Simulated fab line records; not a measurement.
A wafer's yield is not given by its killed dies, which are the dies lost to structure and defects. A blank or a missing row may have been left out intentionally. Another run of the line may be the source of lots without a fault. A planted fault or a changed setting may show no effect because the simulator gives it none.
fab line records	flow n5-finfet
record: lots: 7	wafers: 39
route steps=1938 shown PMOS_HMC_CHANNEL_EPI@74 DUMMY_GATE@228 HKMG_FIN@406 GATE_CUT@469 MOL_CONTACT_COAG@624 BEOL_M4@1111
start-h: hours from the record's opening day to when the first of the lot's shown wafers began	wait-h: hours elapsed since this lot's preceding step	" identical to the entry in the row above	L1.1+2: a single row standing in for several wafers	- either no value or no given start	* or withheld: withheld	< > ~ a bound
route shown NAME@n: names a module that has steps shown in the file, with the first one's number in the route	usual: mean and standard deviation over wafers with no fault	same: alike in all rows	chamber/n: place in a boat	sites: each site's reading	_std_site: their standard deviation	_edge_site: mean of outer sites minus mean of inner sites	radius-mm: for every site, how far away it sits from the centre of the wafer	mask NAME#n: copy n	behind: tool/chamber where the wafer was last shaped	hold: why the lot went on hold/how many hours it stayed there/how the hold came to an end	device: which transistor (n, p or np) failed to switch	end of line: the tests these same wafers got at the end of their route	where a step has no rows: the recipe by itself	killed: not the wafer's yield, but the dies lost to structure and defects at the first sort	map: a wafer's dies, marking killed ones x, the rest . and places with no die _
set.NAME: the setting the step ran with; set.NAME@STEP: the setting that earlier step ran with	model.NAME: the simulator's own value behind a step, which no gauge read
lots run with intentionally changed settings; tables by step, rows by wafer
== steps ==
step: N5_PMOS_HMC_CHANNEL_EPI_FIN_RECESS_16
recipe: chemistry: HBr/Cl2	target: Si	mask-material: SiO2	target-depth-a: 540	time-s: 18	pressure-mtorr: 10	icp-w: 800	bias-w: 75	HBr_flow_sccm: 150	Cl2_flow_sccm: 80
step: N5_DUMMY_GATE_EXPOSE_12
recipe: mask-id: GATE	na: 0.33	source-shape: annular	sigma-inner: 0.2	sigma-outer: 0.6	polarization: unpolarized	target-cd-nm: 25	dose-mj: 34
step: N5_DUMMY_GATE_ETCH_32
recipe: chemistry: CF4	target: SiO2	target-depth-a: 35	time-s: 3.9	ion-energy-ev: 350	pressure-mtorr: 10	icp-w: 800	bias-w: 400	cf4-flow-sccm: 80
step: N5_DUMMY_GATE_ETCH_44
recipe: chemistry: HBr/O2	over-etch-frac: 0.7	target-depth-a: 1275	stop-on: SiO2	ion-energy-ev: 60	bias-w: 20	target: poly-Si	mask-material: SiO2	pressure-mtorr: 20	icp-w: 400	HBr_flow_sccm: 120	O2_flow_sccm: 10
step: N5_HKMG_FIN_ETCH_58
recipe: chemistry: N2/H2	target: SOC	target-depth-a: 2158	ion-energy-ev: 50	bias-w: 13	time-s: 741	pressure-mtorr: 30	source-w: 875	n2-flow-sccm: 200	h2-flow-sccm: 200
step: N5_HKMG_FIN_ALD_79
recipe: material: TiN	target-thk-a: 15	temp-c: 400	ald-precursor-family: TiCl4	ald-co-reactant: NH3	pulse-time-s: 1	purge-time-s: 3	co-reactant-purge-time-s: 2	co-reactant-pulse-time-s: 2	ald-cycles: 68	pressure-torr: 3
step: N5_GATE_CUT_ETCH_58
recipe: chemistry: CH3F/O2	target: SiNx	target-depth-a: 170	time-s: 128.6	ion-energy-ev: 50	pressure-mtorr: 30	source-w: 415	bias-w: 21	Ar_flow_sccm: 150	CH3F_flow_sccm: 30	O2_flow_sccm: 20
step: N5_MOL_CONTACT_COAG_CVD_140
recipe: material: W	target-thk-a: 665	mode: selective-fill	temp-c: 300	time-s: 215
step: N5_BEOL_M4_RC_MEAS_101
usual: CJ_P: 5.84/0.18	DIBL_N: 35.8/1.6
lot.wafer	tool	chamber	start-h	wait-h	set.time-s@PMOS_HMC_CHANNEL_EPI_FIN_RECESS_16	set.dose-mj@DUMMY_GATE_EXPOSE_12	set.time-s@DUMMY_GATE_ETCH_32	set.target-depth-a@DUMMY_GATE_ETCH_44	set.target-depth-a@HKMG_FIN_ETCH_58	set.co-reactant-pulse-time-s@HKMG_FIN_ALD_79	set.time-s@GATE_CUT_ETCH_58	set.target-thk-a@MOL_CONTACT_COAG_CVD_140	CJ_P	DIBL_N[mV/V]
L077.1	prober-02	0	192.23	0.0	18	36.29	3.564	1177	2437	2	128.6	599	6.06	42.0
L077.2	"	0	"	"	19.03	36.29	3.9	1275	2158	2	128.6	599	4.58	39.6
L077.3	"	0	"	"	18	34	3.564	1275	2158	2	128.6	665	6.08	39.5
L077.4	"	0	"	"	19.03	36.29	3.9	1275	2437	2	154.8	665	5.13	38.8
L077.5	"	0	"	"	18	34	3.9	1177	2158	2	154.8	599	5.72	36.4
L077.6	"	0	"	"	19.03	34	3.564	1177	2437	2	154.8	665	5.57	37.1
L080.1	prober-02	0	207.46	0.0	18	34.99	3.9	1275	2158	2	149.7	595.2	5.87	36.9
L080.2	"	0	"	"	18	34	3.9	1275	2158	1.595	128.6	595.2	5.78	37.0
L080.3	"	0	"	"	18	34	4.198	1275	2158	1.595	149.7	665	5.70	35.2
L080.4	"	0	"	"	18	34.99	3.9	1275	2158	1.595	149.7	665	5.88	38.3
L080.5	"	0	"	"	18	34.99	4.198	1275	2158	2	128.6	665	5.70	38.0
L080.6	"	0	"	"	18	34	4.198	1275	2158	2	128.6	595.2	5.75	35.6
L081.1	prober-01	0	207.77	0.0	18	34	3.9	1148	2035	1.864	128.6	665	5.79	33.6
L081.2	"	0	"	"	18	36.67	3.9	1275	2158	1.864	128.6	704	5.85	39.2
L081.3	"	0	"	"	18	36.67	3.9	1148	2158	2	128.6	704	5.98	37.6
L081.4	"	0	"	"	18	36.67	3.9	1275	2035	2	149.6	665	5.78	39.9
L081.5	"	0	"	"	18	34	3.9	1148	2158	1.864	149.6	665	6.14	31.5
L081.6	"	0	"	"	18	34	3.9	1275	2035	2	149.6	704	5.89	35.6
L088.2	prober-02	0	249.67	0.2	18	34	3.9	1275	2158	2	128.6	665	5.82	38.2
L088.3	"	0	"	"	18	34	3.9	1275	2158	2	128.6	665	6.06	36.9
L088.5	"	0	"	"	18	34	3.9	1275	2158	2	128.6	665	5.85	35.5
L092.1	prober-02	0	274.61	0.0	18	34	3.9	1156	1996	2	136.6	665	5.86	35.0
L092.2	"	0	"	"	18	33.16	3.9	1275	1996	2	136.6	665	5.74	34.4
L092.3	"	0	"	"	17.17	33.16	3.9	1156	1996	2	128.6	665	6.18	36.0
L092.4	"	0	"	"	17.17	33.16	3.9	1156	2158	2	136.6	665	6.21	31.2
L092.5	"	0	"	"	17.17	34	3.9	1275	2158	2	128.6	665	6.15	34.0
L092.6	"	0	"	"	18	34	3.9	1275	2158	2	128.6	665	5.85	36.4
L094.1	prober-02	0	285.26	0.0	18	34	3.9	1418	2158	1.547	102.5	665	6.14	34.7
L094.2	"	0	"	"	18	34	3.9	1275	2158	2	128.6	665	5.83	33.9
L094.3	"	0	"	"	18	32.83	3.9	1275	2158	2	102.5	665	5.39	34.1
L094.4	"	0	"	"	18	34	3.9	1275	2158	1.547	128.6	756.7	5.59	34.1
L094.5	"	0	"	"	18	32.83	3.9	1418	2158	1.547	128.6	756.7	5.59	33.2
L094.6	"	0	"	"	18	32.83	3.9	1418	2158	2	102.5	756.7	5.94	33.8
L096.1	prober-01	0	302.14	0.0	18	34	3.9	1275	2158	2	128.6	759.1	5.87	31.6
L096.2	"	0	"	"	19.21	35.86	3.9	1275	2048	2	128.6	665	4.83	41.1
L096.3	"	0	"	"	18	34	3.9	1222	2048	2	128.6	665	5.95	37.5
L096.4	"	0	"	"	18	35.86	3.9	1222	2158	1.528	128.6	665	5.75	36.2
L096.5	"	0	"	"	19.21	35.86	3.9	1275	2158	1.528	128.6	759.1	4.81	37.2
L096.6	"	0	"	"	19.21	34	3.9	1222	2048	1.528	128.6	759.1	4.97	37.3
== key ==
split: step: N5_PMOS_HMC_CHANNEL_EPI_FIN_RECESS_16	setting: time-s	stated-as: 18
response: step: N5_BEOL_M4_RC_MEAS_101	reading: CJ_P	slope: -0.123	per: 1%	together-with: all	explained: 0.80
split: step: N5_DUMMY_GATE_EXPOSE_12	setting: dose-mj	stated-as: 34
response: step: N5_BEOL_M4_RC_MEAS_101	reading: DIBL_N	slope: +0.56	per: 1%	together-with: all	explained: 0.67
split: step: N5_DUMMY_GATE_ETCH_32	setting: time-s	stated-as: 3.9
response none clear
split: step: N5_DUMMY_GATE_ETCH_44	setting: target-depth-a	stated-as: 1275
response none clear
split: step: N5_HKMG_FIN_ETCH_58	setting: target-depth-a	stated-as: 2158
response none clear
split: step: N5_HKMG_FIN_ALD_79	setting: co-reactant-pulse-time-s	stated-as: 2
response none clear
split: step: N5_GATE_CUT_ETCH_58	setting: time-s	stated-as: 128.6
response none clear
split: step: N5_MOL_CONTACT_COAG_CVD_140	setting: target-thk-a	stated-as: 665
response none clear
